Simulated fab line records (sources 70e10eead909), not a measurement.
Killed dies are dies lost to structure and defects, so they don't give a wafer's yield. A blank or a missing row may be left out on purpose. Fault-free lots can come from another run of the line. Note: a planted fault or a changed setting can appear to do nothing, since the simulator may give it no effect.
Chamber matching || flow nandHarc || pecvd-01 running NHARC_A_M0_DEP_32: 3 sister chambers
The step deposits SiCN, target thk 30 nm. 3 wafers are shown with their chamber, then 8 later ones without.

== WAFERS PAIRED WITH THEIR CHAMBERS ==
{"wafer": "L089.1", "chamber": 0, "heaterPowerW (W)": 663}
{"wafer": "L089.2", "chamber": 2, "heaterPowerW (W)": 665}
{"wafer": "L093.1", "chamber": 1, "heaterPowerW (W)": 569}

== WAFERS WITH NO CHAMBER GIVEN ==
{"wafer": "L093.3", "heaterPowerW (W)": 694}
{"wafer": "L093.6", "heaterPowerW (W)": 627}
{"wafer": "L096.2", "heaterPowerW (W)": 593}
{"wafer": "L096.4", "heaterPowerW (W)": 655}
{"wafer": "L096.6", "heaterPowerW (W)": 672}
{"wafer": "L097.2", "heaterPowerW (W)": 592}
{"wafer": "L097.4", "heaterPowerW (W)": 659}
{"wafer": "L097.5", "heaterPowerW (W)": 514}

== CHAMBER TAKEN BY EACH ==
{"wafer": "L093.3", "from the rows above": "can't be placed: 2 or 0", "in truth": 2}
{"wafer": "L093.6", "from the rows above": "can't be placed: 0 or 2 or 1", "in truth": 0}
{"wafer": "L096.2", "from the rows above": "can't be placed: 1 or 0 or 2", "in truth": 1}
{"wafer": "L096.4", "from the rows above": "can't be placed: 0 or 2", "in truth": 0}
{"wafer": "L096.6", "from the rows above": "can't be placed: 2 or 0", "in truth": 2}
{"wafer": "L097.2", "from the rows above": "can't be placed: 1 or 0 or 2", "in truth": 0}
{"wafer": "L097.4", "from the rows above": "can't be placed: 0 or 2", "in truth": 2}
{"wafer": "L097.5", "from the rows above": 1, "in truth": 1}
Correctly placed: 1 of 8. Unplaceable from these rows: 7, with the true chamber sitting among the candidates in 7. Number placed wrongly: 0.
How it was worked out, from the rows above alone: a wafer's distance from a chamber is the root of the sum, over the readings, of the square of ((its reading less the chamber's mean) divided by the reading's scatter). The wafer belongs to the nearest chamber; if the next one is less than 2 further off, it can't be placed. The mean given for a chamber averages the wafers shown for that chamber. The scatter (one wafer shown for each chamber): square how far every hidden wafer sits from the nearest shown wafer, average those squares and take the square root.
